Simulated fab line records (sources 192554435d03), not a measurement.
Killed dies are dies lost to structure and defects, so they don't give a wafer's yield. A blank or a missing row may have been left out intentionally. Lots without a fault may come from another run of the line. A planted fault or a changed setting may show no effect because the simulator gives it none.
What tool caused it?	flow n5Finfet	11 lots, 32 wafers sampled, at 1 step of a route of 1938

## WHAT EACH GAUGE READ, for each wafer
N5_GATE_CUT_CD_MEAS_13 targets a cd of 20 nm. Usual: cdNm 19.98 nm, standard deviation 0.28.
lot	measured	on	cdNm (nm)	flag
L610	day 4 12:11	cdSem-01	19.96 19.92 19.91	
L611	day 4 20:29	cdSem-02	19.70 19.65 19.89	
L615	day 5 17:23	cdSem-01	20.14 20.01 20.27	
L616	day 5 22:35	cdSem-02	20.43 19.74 20.04	
L617	day 6 07:01	cdSem-02	20.05 20.36 20.46	
L619	day 6 22:14	cdSem-03	19.81 19.98 20.01	
L621	day 7 05:59	cdSem-03	20.09 19.81 20.06	
L624	day 8 03:26	cdSem-02	20.15 19.78 19.82	
L625	day 8 07:43	cdSem-03	20.11 20.02	
L630	day 9 13:52	cdSem-02	19.99 20.26 19.73	
L633	day 10 06:11	cdSem-03	19.70 19.88 19.85	

## WHICH TOOL RAN EACH LOT (tool, then ch and the chambers of the sampled wafers, then the start)
No process step before these readings appears in the record.

## AS READ BY THE TOOLS THEMSELVES (means over the sampled wafers that have a number; for cases with no such wafer, the mark the record gives instead)
The record holds no such reading with a usual standard deviation.

## THE ANSWER, worked out from the rows above alone
Rule: take the mean of a lot's wafers that have a number; if it is more than 3 standard deviations from the usual mean, the lot is off. A lot without any number at a reading at which 4 lots or more have one is off too. Where the step has rows for the other lots, those lots are counted as sound. The gauges are gone through in route order, then the tools' own readings, and for those a lot's mean is taken as printed above. The first step at which some lot is off is used, and at that step the reading that is off furthest; a lot without a number counts as furthest.
No lot is off at any reading shown: from this, nothing can be told.

## WHAT HAD BEEN PUT IN BY THE SIMULATOR
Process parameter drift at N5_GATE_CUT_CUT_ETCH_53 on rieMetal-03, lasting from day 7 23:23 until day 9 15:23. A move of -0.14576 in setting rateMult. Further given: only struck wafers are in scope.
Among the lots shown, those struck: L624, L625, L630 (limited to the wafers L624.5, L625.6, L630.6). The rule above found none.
